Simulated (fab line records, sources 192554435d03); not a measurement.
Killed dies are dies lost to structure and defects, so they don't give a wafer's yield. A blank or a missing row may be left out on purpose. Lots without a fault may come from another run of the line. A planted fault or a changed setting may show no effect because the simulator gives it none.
Which tool did it? | flow n5_finfet | 12 lots, 36 wafers sampled, at 3 steps of a route of 1938

WHAT THE GAUGES READ, wafer by wafer
N5_BEOL_M13_CD_MEAS_17: target cd 190 nm.
lot  | measured     | on        | cd_nm (nm)
L074 | day 11 06:38 | cd_sem-03 | 190.1 188.0 190.4
L077 | day 11 09:13 | cd_sem-03 | 191.4 188.0 188.8
L079 | day 12 06:46 | cd_sem-03 | 188.7 189.0 190.1
L082 | day 13 12:35 | cd_sem-03 | 190.8 191.5 189.6
L085 | day 13 14:31 | cd_sem-01 | 189.0 188.1 190.1
L084 | day 13 16:58 | cd_sem-01 | 187.8 188.4 188.0
L088 | day 14 16:44 | cd_sem-01 | 189.2 191.2 189.8
L089 | day 15 12:05 | cd_sem-02 | 191.2 190.0 190.3
L091 | day 15 15:55 | cd_sem-02 | 190.2 189.9 187.4
L092 | day 15 18:58 | cd_sem-02 | 191.2 191.6 191.5
L094 | day 17 04:31 | cd_sem-03 | 188.6 187.2 187.9
L096 | day 17 16:34 | cd_sem-01 | 188.9 186.8 191.9

WHICH TOOL RAN EACH LOT (tool, then ch and the chambers of the sampled wafers, then the start)
lot  | N5_BEOL_M13_DESCUM_15              | N5_BEOL_M13_STRIP_64
L074 | rie_diel-03 ch 2,3, day 11 06:07   | plasma_asher-02 ch 0, day 11 06:29
L077 | rie_diel-06 ch 0,2, day 11 08:41   | plasma_asher-02 ch 0,1, day 11 09:04
L079 | rie_diel-03 ch 0,3, day 12 06:14   | plasma_asher-02 ch 0,1, day 12 06:37
L082 | rie_diel-01 ch 0,1,3, day 13 12:00 | plasma_asher-01 ch 0,1, day 13 12:23
L085 | rie_diel-06 ch 1,2,3, day 13 13:59 | plasma_asher-01 ch 0,1, day 13 14:23
L084 | rie_diel-01 ch 1,3, day 13 16:24   | plasma_asher-01 ch 0,1, day 13 16:48
L088 | rie_diel-01 ch 0,2,3, day 14 16:12 | plasma_asher-02 ch 0,1, day 14 16:35
L089 | rie_diel-03 ch 2,3, day 15 11:33   | plasma_asher-02 ch 0,1, day 15 11:56
L091 | rie_diel-06 ch 0,2,3, day 15 15:23 | plasma_asher-02 ch 0,1, day 15 15:47
L092 | rie_diel-03 ch 0,2,3, day 15 18:26 | plasma_asher-01 ch 0,1, day 15 18:49
L094 | rie_diel-03 ch 0,1,2, day 17 03:59 | plasma_asher-01 ch 0,1, day 17 04:23
L096 | rie_diel-06 ch 0,1,2, day 17 16:02 | plasma_asher-02 ch 0,1, day 17 16:26
- N5_BEOL_M13_DESCUM_15: chemistry O2, time 7.9 s.
- N5_BEOL_M13_STRIP_64: strips in N2/H2.

THE ANSWER, worked out from the rows above alone
Rule: what is usual is taken from the lots themselves. Put in order of their means at a reading, lots are off if they are a third of the lots or fewer, leave a main group of 4 or more, and stand apart from it by a gap of 3 or more times the standard deviation of the main group's means; of several such gaps the widest counts. A main group whose means are all the same, to the digits that the tables above print for the reading, isn't used. A lot without any number at a reading at which 4 lots or more have one is off too. The other lots that the step has rows for count as sound.
No lot is off at any reading shown: from this, nothing can be told.

WHAT THE SIMULATOR HAD PUT IN
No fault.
